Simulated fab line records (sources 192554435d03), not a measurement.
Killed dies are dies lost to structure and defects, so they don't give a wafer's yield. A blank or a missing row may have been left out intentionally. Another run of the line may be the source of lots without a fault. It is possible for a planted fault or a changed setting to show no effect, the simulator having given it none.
Split-lot study || flow n5Finfet || route with 1938 steps; 7 lots, 21 wafers read

## ON THE SPLIT
At N5_BEOL_M7_HM_DEP_02 (deposits TiN, target thk 20 nm), the setting targetThkA was moved away from the recipe's 200 angstrom on 8 of the 21 wafers read, by -11.3% to +9.7%. For the rest of the wafers, this setting stayed at what the recipe calls for.

## FROM THE SPLIT TO THE READING: what the file shows between them, 4 steps
- N5_BEOL_M7_COAT_59: time 60 s, resist thk 100 nm
- N5_BEOL_M7_COAT_60: time 60 s, resist thk 35 nm
- N5_BEOL_M7_STRIP_68: strips in N2/H2
- N5_BEOL_M7_STRIP_67: strips in CF4

## THE READING
etch.depthNm (the simulator's own value, which no gauge read), in nm, at N5_BEOL_M7_HM_OPEN_17 (chemistry Cl2/BCl3, target TiN, target depth 20 nm, overetch 6 nm). No usual value for it is given in the file. Here, 13 wafers ran the recipe; their average is 19.94 nm with a standard deviation of 0.26 nm.

{"wafer": "L074.2", "tool, chamber at the split": "pvdSputter-02, -", "targetThkA as run, angstrom": 200, "against the recipe": "recipe", "etch.depthNm, nm": 19.59, "against lot-mates on the recipe": "-"}
{"wafer": "L074.5", "tool, chamber at the split": "pvdSputter-02, -", "targetThkA as run, angstrom": 200, "against the recipe": "recipe", "etch.depthNm, nm": 19.64, "against lot-mates on the recipe": "-"}
{"wafer": "L074.6", "tool, chamber at the split": "pvdSputter-02, -", "targetThkA as run, angstrom": 218.8, "against the recipe": "+9.4%", "etch.depthNm, nm": 21.91, "against lot-mates on the recipe": "+2.29"}
{"wafer": "L082.1", "tool, chamber at the split": "pvdSputter-01, -", "targetThkA as run, angstrom": 200, "against the recipe": "recipe", "etch.depthNm, nm": 20.38, "against lot-mates on the recipe": "-"}
{"wafer": "L082.3", "tool, chamber at the split": "pvdSputter-01, -", "targetThkA as run, angstrom": 200, "against the recipe": "recipe", "etch.depthNm, nm": 20.04, "against lot-mates on the recipe": "-"}
{"wafer": "L082.5", "tool, chamber at the split": "pvdSputter-01, -", "targetThkA as run, angstrom": 200, "against the recipe": "recipe", "etch.depthNm, nm": 19.87, "against lot-mates on the recipe": "-"}
{"wafer": "L089.2", "tool, chamber at the split": "pvdSputter-01, -", "targetThkA as run, angstrom": 219.4, "against the recipe": "+9.7%", "etch.depthNm, nm": 22.24, "against lot-mates on the recipe": "+2.36"}
{"wafer": "L089.3", "tool, chamber at the split": "pvdSputter-01, -", "targetThkA as run, angstrom": 200, "against the recipe": "recipe", "etch.depthNm, nm": 19.88, "against lot-mates on the recipe": "-"}
{"wafer": "L089.5", "tool, chamber at the split": "pvdSputter-01, -", "targetThkA as run, angstrom": 219.4, "against the recipe": "+9.7%", "etch.depthNm, nm": 22.2, "against lot-mates on the recipe": "+2.32"}
{"wafer": "L090.3", "tool, chamber at the split": "pvdSputter-02, -", "targetThkA as run, angstrom": 200, "against the recipe": "recipe", "etch.depthNm, nm": 20.08, "against lot-mates on the recipe": "-"}
{"wafer": "L090.5", "tool, chamber at the split": "pvdSputter-02, -", "targetThkA as run, angstrom": 184, "against the recipe": "-8.0%", "etch.depthNm, nm": 18.46, "against lot-mates on the recipe": -1.55}
{"wafer": "L090.6", "tool, chamber at the split": "pvdSputter-02, -", "targetThkA as run, angstrom": 200, "against the recipe": "recipe", "etch.depthNm, nm": 19.95, "against lot-mates on the recipe": "-"}
{"wafer": "L093.1", "tool, chamber at the split": "pvdSputter-02, -", "targetThkA as run, angstrom": 200, "against the recipe": "recipe", "etch.depthNm, nm": 20.48, "against lot-mates on the recipe": "-"}
{"wafer": "L093.4", "tool, chamber at the split": "pvdSputter-02, -", "targetThkA as run, angstrom": 177.5, "against the recipe": "-11.3%", "etch.depthNm, nm": 17.35, "against lot-mates on the recipe": -2.74}
{"wafer": "L093.6", "tool, chamber at the split": "pvdSputter-02, -", "targetThkA as run, angstrom": 200, "against the recipe": "recipe", "etch.depthNm, nm": 19.71, "against lot-mates on the recipe": "-"}
{"wafer": "L094.1", "tool, chamber at the split": "pvdSputter-01, -", "targetThkA as run, angstrom": 208.1, "against the recipe": "+4.0%", "etch.depthNm, nm": 20.7, "against lot-mates on the recipe": "no lot-mate on the recipe"}
{"wafer": "L094.3", "tool, chamber at the split": "pvdSputter-01, -", "targetThkA as run, angstrom": 208.1, "against the recipe": "+4.0%", "etch.depthNm, nm": 20.39, "against lot-mates on the recipe": "no lot-mate on the recipe"}
{"wafer": "L094.4", "tool, chamber at the split": "pvdSputter-01, -", "targetThkA as run, angstrom": 208.1, "against the recipe": "+4.0%", "etch.depthNm, nm": 20.64, "against lot-mates on the recipe": "no lot-mate on the recipe"}
{"wafer": "L097.1", "tool, chamber at the split": "pvdSputter-01, -", "targetThkA as run, angstrom": 200, "against the recipe": "recipe", "etch.depthNm, nm": 19.91, "against lot-mates on the recipe": "-"}
{"wafer": "L097.3", "tool, chamber at the split": "pvdSputter-01, -", "targetThkA as run, angstrom": 200, "against the recipe": "recipe", "etch.depthNm, nm": 20.09, "against lot-mates on the recipe": "-"}
{"wafer": "L097.4", "tool, chamber at the split": "pvdSputter-01, -", "targetThkA as run, angstrom": 200, "against the recipe": "recipe", "etch.depthNm, nm": 19.65, "against lot-mates on the recipe": "-"}

THE FIT
A straight line over all 21 wafers: etch.depthNm changes by +0.216 nm for each +1% of targetThkA; r = +0.97; the points scatter about the line by 0.26 nm.
The same after taking each lot's own level away (the mean of its wafers on the recipe; 18 wafers): +0.236 nm for each +1%; r = +0.99; scatter 0.2 nm.
That fit puts the effect of the largest move of targetThkA on the reading at 2.7 nm.
The lots' own levels span 19.615 to 20.097 nm, that is 1.8 times the standard deviation above.
So the lot-to-lot level changes the slope little: the two slopes agree.
Check: with one of the wafers moved furthest among these (-11.3%) left out of the fit, the line predicts -2.56 nm for it against its lot-mates. Against them it came out at -2.74 nm.

## ADDITIONAL SPLITS CARRIED BY THESE WAFERS
Other splits were also applied to these wafers ahead of the reading. Each is held against what the fit with the lots' levels taken away leaves over:
{"other split on the same wafers": "N5_BEOL_M0_CUTY_ETCH_63 sourceW", "wafers away from the commonest value": 7, "r with etch.depthNm (lot level and that fit taken away)": -0.13}
{"other split on the same wafers": "N5_BEOL_M4_DESCUM_16 timeS", "wafers away from the commonest value": 4, "r with etch.depthNm (lot level and that fit taken away)": -0.10}
{"other split on the same wafers": "N5_BEOL_M4_COAT_67 spinRpm", "wafers away from the commonest value": 5, "r with etch.depthNm (lot level and that fit taken away)": "+0.17"}
{"other split on the same wafers": "N5_BEOL_M5_ILD_DEP_00 timeS", "wafers away from the commonest value": 9, "r with etch.depthNm (lot level and that fit taken away)": "+0.17"}
{"other split on the same wafers": "N5_BEOL_M5_COAT_59 spinRpm", "wafers away from the commonest value": 7, "r with etch.depthNm (lot level and that fit taken away)": -0.23}
{"other split on the same wafers": "N5_BEOL_M5_ETCH_41 sourceW", "wafers away from the commonest value": 5, "r with etch.depthNm (lot level and that fit taken away)": -0.19}

## THE WHOLE CHAIN: every reading that the file lists as answering this split, in the file's order
{"step": "N5_BEOL_M7_HM_DEP_02", "what it does": "deposits TiN, target thk 20 nm", "reading": "TiN_of_BEOL_M7_HM_DEP_02.thkNm (the simulator's own value, which no gauge read)", "change (the file's fit)": "+0.239 nm for each +1% of the setting", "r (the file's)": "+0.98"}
{"step": "N5_BEOL_M7_HM_OPEN_17", "what it does": "chemistry Cl2/BCl3, target TiN, target depth 20 nm, overetch 6 nm", "reading": "etch.depthNm (the simulator's own value, which no gauge read)", "change (the file's fit)": "+0.235 nm for each +1% of the setting", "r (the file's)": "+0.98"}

## FILE'S OWN FIT
etch.depthNm changes by +0.235 nm for each +1% of targetThkA, r = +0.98.
